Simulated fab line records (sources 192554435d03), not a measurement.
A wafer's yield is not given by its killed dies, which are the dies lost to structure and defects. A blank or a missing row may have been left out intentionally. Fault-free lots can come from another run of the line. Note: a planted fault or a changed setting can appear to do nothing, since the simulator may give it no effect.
Which tool is to blame? + flow n5_finfet + Sampling: 8 lots, 24 wafers, 6 of 1938 route steps

## WHAT THE GAUGES SHOWED, per wafer
N5_BEOL_M1_INSPECT_30: inspects for defects (brightfield). Usual: raw_defect_count at 383, with a standard deviation of 79.
| lot  | measured     | on                | raw_defect_count | flag |
|------|--------------|-------------------|------------------|------|
| L167 | day 6 15:08  | defect_inspect-02 | 379 504 553      |      |
| L170 | day 6 23:19  | defect_inspect-02 | 334 314 276      |      |
| L173 | day 7 23:19  | defect_inspect-02 | 514 360 304      |      |
| L180 | day 9 15:26  | defect_inspect-01 | 1553 1588 1441   | OFF  |
| L182 | day 10 01:32 | defect_inspect-02 | 1493 1527 1541   | OFF  |
| L181 | day 10 01:39 | defect_inspect-01 | 309 268 572      |      |
| L187 | day 11 08:20 | defect_inspect-02 | 455 376 332      |      |
| L188 | day 11 10:44 | defect_inspect-02 | 382 344 344      |      |

N5_BEOL_M4_RC_MEAS_101. Usual: DIBL_N 35.9 mV/V, standard deviation 1.7; DIBL_P 36.0 mV/V, standard deviation 2.2; IOFF_N 0.16 nA/um, standard deviation 0.031; IOFF_P 0.21 nA/um, standard deviation 0.039; ION_N 678 uA/um, standard deviation 13; ION_P 464 uA/um, standard deviation 8.8; SS_N 71.5 mV/dec, standard deviation 0.61; SS_P 73.2 mV/dec, standard deviation 0.68; VT_N 249 mV, standard deviation 3.3; VT_P -250 mV, standard deviation 3.8.
| lot  | measured     | on        | DIBL_N (mV/V)  | DIBL_P (mV/V)  | IOFF_N (nA/um) | IOFF_P (nA/um) | ION_N (uA/um) | ION_P (uA/um) | SS_N (mV/dec)  | SS_P (mV/dec)  | VT_N (mV)   | VT_P (mV)      | flag |
|------|--------------|-----------|----------------|----------------|----------------|----------------|---------------|---------------|----------------|----------------|-------------|----------------|------|
| L167 | day 8 07:40  | prober-01 | 38.4 39.0 37.1 | 37.7 39.2 36.2 | 0.21 0.23 0.19 | 0.26 0.27 0.24 | 695 705 686   | 470 480 473   | 71.6 72.3 71.4 | 73.7 74.5 73.2 | 243 245 244 | -247 -246 -247 |      |
| L170 | day 9 01:20  | prober-01 | 31.6 33.5 37.1 | 31.5 34.6 38.8 | 0.09 0.11 0.17 | 0.13 0.15 0.21 | 641 664 676   | 450 455 457   | 70.2 70.5 71.3 | 72.0 72.4 73.5 | 258 256 250 | -260 -257 -254 |      |
| L173 | day 9 16:58  | prober-01 | 34.3 37.9 34.6 | 35.4 38.9 34.2 | 0.15 0.21 0.14 | 0.19 0.26 0.18 | 688 702 678   | 478 479 462   | 71.3 72.8 71.8 | 73.7 74.1 72.8 | 247 243 249 | -252 -248 -253 |      |
| L180 | day 11 21:42 | prober-02 | 34.3 37.3 35.8 | 35.5 39.1 36.8 | 0.17 0.22 0.19 | 0.20 0.27 0.22 | 677 689 693   | 457 468 464   | 71.5 72.8 72.2 | 73.0 73.9 72.6 | 249 245 248 | -249 -247 -250 |      |
| L182 | day 11 18:02 | prober-02 | 33.4 37.4 36.6 | 31.9 36.7 35.8 | 0.11 0.17 0.16 | 0.15 0.22 0.20 | 670 683 681   | 459 471 467   | 70.5 72.4 71.8 | 72.1 73.4 72.9 | 253 249 250 | -255 -250 -251 |      |
| L181 | day 12 00:59 | prober-01 | 34.8 36.3 37.8 | 33.8 36.5 39.0 | 0.13 0.17 0.20 | 0.19 0.23 0.27 | 678 688 707   | 469 479 486   | 70.6 70.9 72.1 | 72.3 73.8 74.2 | 251 244 245 | -251 -247 -245 |      |
| L187 | day 13 06:49 | prober-02 | 37.5 34.6 35.9 | 37.3 33.9 35.3 | 0.19 0.14 0.16 | 0.28 0.22 0.23 | 692 679 678   | 472 477 470   | 72.1 70.7 71.8 | 74.0 72.9 72.9 | 246 251 248 | -244 -246 -247 |      |
| L188 | day 13 22:55 | prober-02 | 32.6 34.8 34.6 | 34.7 36.8 36.9 | 0.13 0.17 0.16 | 0.21 0.23 0.25 | 678 685 674   | 471 472 466   | 71.6 72.3 72.4 | 72.8 73.4 74.2 | 253 249 251 | -248 -250 -248 |      |

## TOOL THAT RAN EACH LOT (tool first, then ch and the chambers of the sampled wafers, then the start)
| lot  | N5_BEOL_M1_DESCUM_16               | N5_BEOL_M1_STRIP_19                | N5_BEOL_M1_ETCH_69                 | N5_BEOL_M1_TRENCH_ETCH_37                     |
|------|------------------------------------|------------------------------------|------------------------------------|-----------------------------------------------|
| L167 | rie_diel-01 ch 0,2,3, day 6 14:02  | rie_diel-03 ch 0,2,3, day 6 14:34  | rie_diel-03 ch 0,2,3, day 6 15:16  | rie_diel-03 ch 0,2,3, day 8 07:40 or earlier  |
| L170 | rie_diel-01 ch 0,1, day 6 22:10    | rie_diel-03 ch 0,1,2, day 6 22:43  | rie_diel-01 ch 0,2,3, day 6 23:28  | rie_diel-03 ch 0,1,2, day 9 01:20 or earlier  |
| L173 | rie_diel-03 ch 1,3, day 7 22:16    | rie_diel-01 ch 0,2, day 7 22:42    | rie_diel-01 ch 0,3, day 7 23:27    | rie_diel-01 ch 0,2, day 9 16:58 or earlier    |
| L180 | rie_diel-01 ch 0,1,2, day 9 14:29  | rie_diel-03 ch 0,1,2, day 9 14:50  | rie_diel-01 ch 0,2,3, day 9 15:32  | rie_diel-04 ch 1,2, day 11 21:42 or earlier   |
| L182 | rie_diel-03 ch 1,2,3, day 10 00:35 | rie_diel-03 ch 1,2, day 10 00:56   | rie_diel-03 ch 1,3, day 10 01:38   | rie_diel-04 ch 1,2, day 11 18:02 or earlier   |
| L181 | rie_diel-04 ch 1,3, day 10 00:46   | rie_diel-01 ch 0,1,2, day 10 01:07 | rie_diel-01 ch 0,2, day 10 01:44   | rie_diel-01 ch 1,2,3, day 12 00:59 or earlier |
| L187 | rie_diel-04 ch 0,2,3, day 11 07:23 | rie_diel-04 ch 0,2,3, day 11 07:44 | rie_diel-04 ch 0,1,2, day 11 08:26 | rie_diel-04 ch 1,2,3, day 13 06:49 or earlier |
| L188 | rie_diel-03 ch 0,1,3, day 11 09:55 | rie_diel-01 ch 0,2,3, day 11 10:16 | rie_diel-01 ch 0,1,3, day 11 10:56 | rie_diel-03 ch 1,2,3, day 13 22:55 or earlier |
- N5_BEOL_M1_DESCUM_16: chemistry O2, time 7 s.
- N5_BEOL_M1_STRIP_19: strips in O2.
- N5_BEOL_M1_ETCH_69: etches SiARC in CF4, target depth 15.6 nm, time 26 s.
- N5_BEOL_M1_TRENCH_ETCH_37: etches SiOC in C4F6/O2, target depth 55.207 nm, time 29 s.

## AS READ BY THE TOOLS THEMSELVES (means over the sampled wafers that have a number; for cases with no such wafer, the mark the record gives instead)
N5_BEOL_M1_DESCUM_16. Usual: drypump_motor_current_A 5.7 A, standard deviation 0.58; oes_product_au 0.81 a.u., standard deviation 0.1; rf_vpp_V 243.1 V, standard deviation 1.2; showerhead_plenum_p_Torr 2.09 Torr, standard deviation 0.058; throttle_valve_pct 20.4 %, standard deviation 0.32.
| lot  | tool        | drypump_motor_current_A (A) | oes_product_au (a.u.) | rf_vpp_V (V) | showerhead_plenum_p_Torr (Torr) | throttle_valve_pct (%) | flag |
|------|-------------|-----------------------------|-----------------------|--------------|---------------------------------|------------------------|------|
| L167 | rie_diel-01 | 5.8                         | 0.94                  | 243.7        | 2.07                            | 20.1                   |      |
| L170 | rie_diel-01 | 4.9                         | 0.85                  | 244.0        | 2.10                            | 20.3                   |      |
| L173 | rie_diel-03 | 5.6                         | 0.74                  | 242.9        | 2.10                            | 20.2                   |      |
| L180 | rie_diel-01 | 5.4                         | 0.85                  | 242.8        | 2.07                            | 20.3                   |      |
| L182 | rie_diel-03 | 5.7                         | 0.71                  | 242.7        | 2.08                            | 20.5                   |      |
| L181 | rie_diel-04 | 6.5                         | 0.76                  | 243.1        | 2.07                            | 20.6                   |      |
| L187 | rie_diel-04 | 6.0                         | 0.83                  | 243.1        | 2.09                            | 20.7                   |      |
| L188 | rie_diel-03 | 5.5                         | 0.76                  | 243.8        | 2.11                            | 20.2                   |      |

N5_BEOL_M1_STRIP_19. Usual: drypump_motor_current_A 5.7 A, standard deviation 0.57; oes_product_au 0.80 a.u., standard deviation 0.095; rf_vpp_V 3.7 V, standard deviation 0.43; showerhead_plenum_p_Torr 2.08 Torr, standard deviation 0.058; throttle_valve_pct 16.6 %, standard deviation 0.31.
| lot  | tool        | drypump_motor_current_A (A) | oes_product_au (a.u.) | rf_vpp_V (V) | showerhead_plenum_p_Torr (Torr) | throttle_valve_pct (%) | flag |
|------|-------------|-----------------------------|-----------------------|--------------|---------------------------------|------------------------|------|
| L167 | rie_diel-03 | 5.6                         | 0.77                  | 3.7          | 2.11                            | 16.6                   |      |
| L170 | rie_diel-03 | 5.3                         | 0.78                  | 3.8          | 2.07                            | 16.5                   |      |
| L173 | rie_diel-01 | 5.6                         | 0.94                  | 4.1          | 2.06                            | 16.2                   |      |
| L180 | rie_diel-03 | 5.3                         | 0.76                  | 3.3          | 2.06                            | 16.5                   |      |
| L182 | rie_diel-03 | 5.4                         | 0.70                  | 3.5          | 2.02                            | 16.8                   |      |
| L181 | rie_diel-01 | 5.4                         | 0.84                  | 3.7          | 2.07                            | 16.5                   |      |
| L187 | rie_diel-04 | 6.0                         | 0.82                  | 3.5          | 2.10                            | 16.9                   |      |
| L188 | rie_diel-01 | 5.8                         | 0.87                  | 3.5          | 2.06                            | 16.4                   |      |

N5_BEOL_M1_ETCH_69. Usual: drypump_motor_current_A 5.7 A, standard deviation 0.59; etch_rf_on_time_s 26.2 s, standard deviation 0.73; oes_product_au 0.68 a.u., standard deviation 0.079; rf_vpp_V 183.8 V, standard deviation 1; showerhead_plenum_p_Torr 2.13 Torr, standard deviation 0.057; throttle_valve_pct 15.58 %, standard deviation 0.27.
| lot  | tool        | drypump_motor_current_A (A) | etch_rf_on_time_s (s) | oes_product_au (a.u.) | rf_vpp_V (V) | showerhead_plenum_p_Torr (Torr) | throttle_valve_pct (%) | flag |
|------|-------------|-----------------------------|-----------------------|-----------------------|--------------|---------------------------------|------------------------|------|
| L167 | rie_diel-03 | 5.6                         | 26.5                  | 0.66                  | 184.0        | 2.15                            | 15.55                  |      |
| L170 | rie_diel-01 | 5.7                         | 25.6                  | 0.80                  | 183.4        | 2.13                            | 15.32                  |      |
| L173 | rie_diel-01 | 5.3                         | 26.0                  | 0.77                  | 184.5        | 2.15                            | 15.40                  |      |
| L180 | rie_diel-01 | 5.7                         | 25.6                  | 0.76                  | 184.1        | 2.12                            | 15.36                  |      |
| L182 | rie_diel-03 | 5.9                         | 26.5                  | 0.61                  | 183.8        | 2.19                            | 15.66                  |      |
| L181 | rie_diel-01 | 5.6                         | 25.1                  | 0.78                  | 182.7        | 2.12                            | 15.28                  |      |
| L187 | rie_diel-04 | 6.0                         | 26.2                  | 0.72                  | 183.9        | 2.18                            | 15.70                  |      |
| L188 | rie_diel-01 | 5.4                         | 26.1                  | 0.68                  | 183.5        | 2.12                            | 15.61                  |      |

N5_BEOL_M1_TRENCH_ETCH_37. Usual: drypump_motor_current_A 5.8 A, standard deviation 0.58; oes_f_703_au 0.78 a.u., standard deviation 0.087; oes_product_au 0.80 a.u., standard deviation 0.093; rf_vpp_V 675 V, standard deviation 12; showerhead_plenum_p_Torr 2.84 Torr, standard deviation 0.08; throttle_valve_pct 20.9 %, standard deviation 0.3.
| lot  | tool        | drypump_motor_current_A (A) | oes_f_703_au (a.u.) | oes_product_au (a.u.) | rf_vpp_V (V) | showerhead_plenum_p_Torr (Torr) | throttle_valve_pct (%) | flag |
|------|-------------|-----------------------------|---------------------|-----------------------|--------------|---------------------------------|------------------------|------|
| L167 | rie_diel-03 | 5.6                         | 0.75                | 0.76                  | 680          | 2.86                            | 20.8                   |      |
| L170 | rie_diel-03 | 5.3                         | 0.76                | 0.78                  | 678          | 2.82                            | 20.7                   |      |
| L173 | rie_diel-01 | 5.2                         | 0.90                | 0.92                  | 658          | 2.85                            | 20.6                   |      |
| L180 | rie_diel-04 | 6.0                         | 0.79                | 0.83                  | 694          | 2.92                            | 21.1                   |      |
| L182 | rie_diel-04 | 6.2                         | 0.76                | 0.81                  | 689          | 2.90                            | 21.0                   |      |
| L181 | rie_diel-01 | 5.9                         | 0.82                | 0.83                  | 661          | 2.78                            | 20.7                   |      |
| L187 | rie_diel-04 | 6.3                         | 0.74                | 0.77                  | 686          | 2.84                            | 21.1                   |      |
| L188 | rie_diel-03 | 5.7                         | 0.69                | 0.70                  | 680          | 2.84                            | 21.0                   |      |

## THE ANSWER, worked out from the rows above alone
Rule: a lot is off if the mean of its wafers that have a number lies more than 3 standard deviations from the usual mean. Also off: a lot with no number at a reading for which 4 or more lots have one. The other lots that the step has rows for count as sound. The gauges are gone through in route order, then the tools' own readings, and for those a lot's mean is taken as printed above. At the first step where some lot is off, the reading lying furthest off is the one used; lots without a number count as furthest.
Off at N5_BEOL_M1_INSPECT_30 (raw_defect_count): L180, L182.
If a tool, at a process step before that reading, ran all the lots that are off and no sound lot after the first of them, it fits. Gauges at N5_BEOL_M1_INSPECT_30: tried the same way as those tools. One fits: N5_BEOL_M1_STRIP_19 on rie_diel-03. A fault onset in the window from L170 (day 6 22:43, its last sound lot) to L180 (day 9 14:50, its first lot off) fits.

## WHAT THE SIMULATOR PUT IN
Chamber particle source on rie_diel-03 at N5_BEOL_M1_STRIP_19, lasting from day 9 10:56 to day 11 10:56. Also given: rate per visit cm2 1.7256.
Struck lots among those shown: L180, L182. This agrees with what the rule above found.
